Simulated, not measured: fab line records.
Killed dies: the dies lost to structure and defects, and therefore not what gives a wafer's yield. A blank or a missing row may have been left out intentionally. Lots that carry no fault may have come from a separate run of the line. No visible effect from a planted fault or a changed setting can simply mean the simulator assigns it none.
Split-lot trial	flow n5 finfet	route with 1938 steps; 7 lots, 39 wafers read

## ON THE SPLIT
At N5_FIN_SAQP_PECVD_06 (deposits a-Si from SiH4/He, target thk 60 nm, time 48.1 s), the setting time s was moved away from the recipe's 48.1 s on 12 of the 39 wafers read, by -25.8% to +51.9%. The other wafers ran this setting at the recipe's value.

## FROM THE SPLIT TO THE READING: what the file shows between them, 5 steps
- N5_FIN_SAQP_THK_MEAS_07
- N5_FIN_SAQP_HM_DEP_72: deposits SiO2 from SiH4/N2O, target thk 12 nm, time 7.2 s
- N5_FIN_SAQP_COAT_49: time 60 s, resist thk 100 nm
- N5_FIN_SAQP_HM_OPEN_73: chemistry CHF3/O2, target SiO2, stops on a-Si, target depth 12 nm, time 16.8 s
- N5_FIN_SAQP_STRIP_74: strips in CHF3/O2

## THE READING
oes product au, in a.u., at N5_FIN_SAQP_MANDREL_ETCH_22 (etches a-Si in HBr/Cl2, stops on SiNx, target depth 60 nm, bt time 10 s, time 30 s). Typical for fault-free wafers on this fab line: 0.765 a.u., with standard deviation 0.013 a.u.

wafer	tool, chamber at the split	time s as run, s	against the recipe	oes product au, a.u.	against lot-mates on the recipe
L074.2	pecvd-04, 0	48.1	recipe	0.770	-
L074.3	pecvd-04, 1	48.1	recipe	0.760	-
L074.5	pecvd-04, 0	48.1	recipe	0.761	-
L075.1	pecvd-01, 2	48.1	recipe	0.778	-
L075.2	pecvd-01, 1	48.1	recipe	0.748	-
L075.3	pecvd-01, 0	48.1	recipe	0.770	-
L075.4	pecvd-01, 1	48.1	recipe	0.762	-
L075.5	pecvd-01, 0	48.1	recipe	0.784	-
L075.6	pecvd-01, 2	48.1	recipe	0.748	-
L077.1	pecvd-01, 1	48.1	recipe	0.767	-
L077.2	pecvd-01, 2	48.1	recipe	0.774	-
L077.3	pecvd-01, 0	48.1	recipe	0.734	-
L077.4	pecvd-01, 1	48.1	recipe	0.759	-
L077.5	pecvd-01, 0	48.1	recipe	0.773	-
L077.6	pecvd-01, 2	48.1	recipe	0.754	-
L079.1	pecvd-04, 2	48.1	recipe	0.776	-
L079.2	pecvd-04, 1	60.83	+26.5%	0.871	+0.102
L079.3	pecvd-04, 0	48.1	recipe	0.774	-
L079.4	pecvd-04, 2	48.1	recipe	0.756	-
L079.5	pecvd-04, 0	60.83	+26.5%	0.880	+0.111
L079.6	pecvd-04, 1	60.83	+26.5%	0.887	+0.118
L085.1	pecvd-01, 1	59.49	+23.7%	0.883	+0.133
L085.2	pecvd-01, 2	59.49	+23.7%	0.868	+0.118
L085.3	pecvd-01, 0	48.1	recipe	0.742	-
L085.4	pecvd-01, 2	48.1	recipe	0.748	-
L085.5	pecvd-01, 0	48.1	recipe	0.759	-
L085.6	pecvd-01, 1	59.49	+23.7%	0.874	+0.124
L091.1	pecvd-01, 0	48.1	recipe	0.772	-
L091.2	pecvd-01, 2	48.1	recipe	0.771	-
L091.3	pecvd-01, 1	73.07	+51.9%	0.980	+0.205
L091.4	pecvd-01, 2	73.07	+51.9%	0.978	+0.203
L091.5	pecvd-01, 0	48.1	recipe	0.783	-
L091.6	pecvd-01, 1	73.07	+51.9%	0.990	+0.215
L094.1	pecvd-01, 2	35.7	-25.8%	0.630	-0.128
L094.2	pecvd-01, 1	48.1	recipe	0.748	-
L094.3	pecvd-01, 0	48.1	recipe	0.767	-
L094.4	pecvd-01, 0	35.7	-25.8%	0.665	-0.093
L094.5	pecvd-01, 2	48.1	recipe	0.758	-
L094.6	pecvd-01, 1	35.7	-25.8%	0.665	-0.093

FIT RESULTS
A straight line over all 39 wafers: oes product au changes by +0.00431 a.u. for each +1% of time s; r = +0.99; the points scatter about the line by 0.012 a.u.
The same after taking each lot's own level away (the mean of its wafers on the recipe; 39 wafers): +0.00416 a.u. for each +1%; r = +0.99; scatter 0.013 a.u.
Per that fit: largest time s move, reading shift of 0.22 a.u.
Across the lots, their own levels run from 0.7497 to 0.7753 a.u., a range of 2.0 times the standard deviation given above.
The two slopes agree, so the slope changes little with the lot-to-lot level.
Check: for one of the wafers moved furthest among these (+51.9%), held out of the fit, the line's prediction against its lot-mates is +0.221 a.u. It came out at +0.205 a.u. against them.

## ADDITIONAL SPLITS CARRIED BY THESE WAFERS
Note: prior to the reading, these wafers also went through further splits. Each is held against what the fit with the lots' levels taken away leaves over:
other split on the same wafers	wafers away from the commonest value	r with oes product au (lot level and that fit taken away)
N5_ZERO_LAYER_DEVELOP_10 develop time s	18	+0.19

## THE WHOLE CHAIN: every reading that the file lists as answering this split, in the file's order
step	what it does	reading	change (the file's fit)	r (the file's)
N5_FIN_SAQP_PECVD_06	deposits a-Si from SiH4/He, target thk 60 nm, time 48.1 s	a-Si_of_FIN_SAQP_PECVD_06.thk nm (the simulator's own value, which no gauge read)	+0.61 nm for each +1% of the setting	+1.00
N5_FIN_SAQP_THK_MEAS_07		thk nm	withheld for each +1% of the setting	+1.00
N5_FIN_SAQP_MANDREL_ETCH_22	etches a-Si in HBr/Cl2, stops on SiNx, target depth 60 nm, bt time 10 s, time 30 s	oes product au	+0.00419 a.u. for each +1% of the setting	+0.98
N5_FIN_SAQP_MANDREL_ETCH_22	etches a-Si in HBr/Cl2, stops on SiNx, target depth 60 nm, bt time 10 s, time 30 s	etch.depth nm (the simulator's own value, which no gauge read)	+0.584 nm for each +1% of the setting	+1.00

## FILE'S OWN FIT
oes product au changes by +0.00419 a.u. for each +1% of time s, r = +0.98.
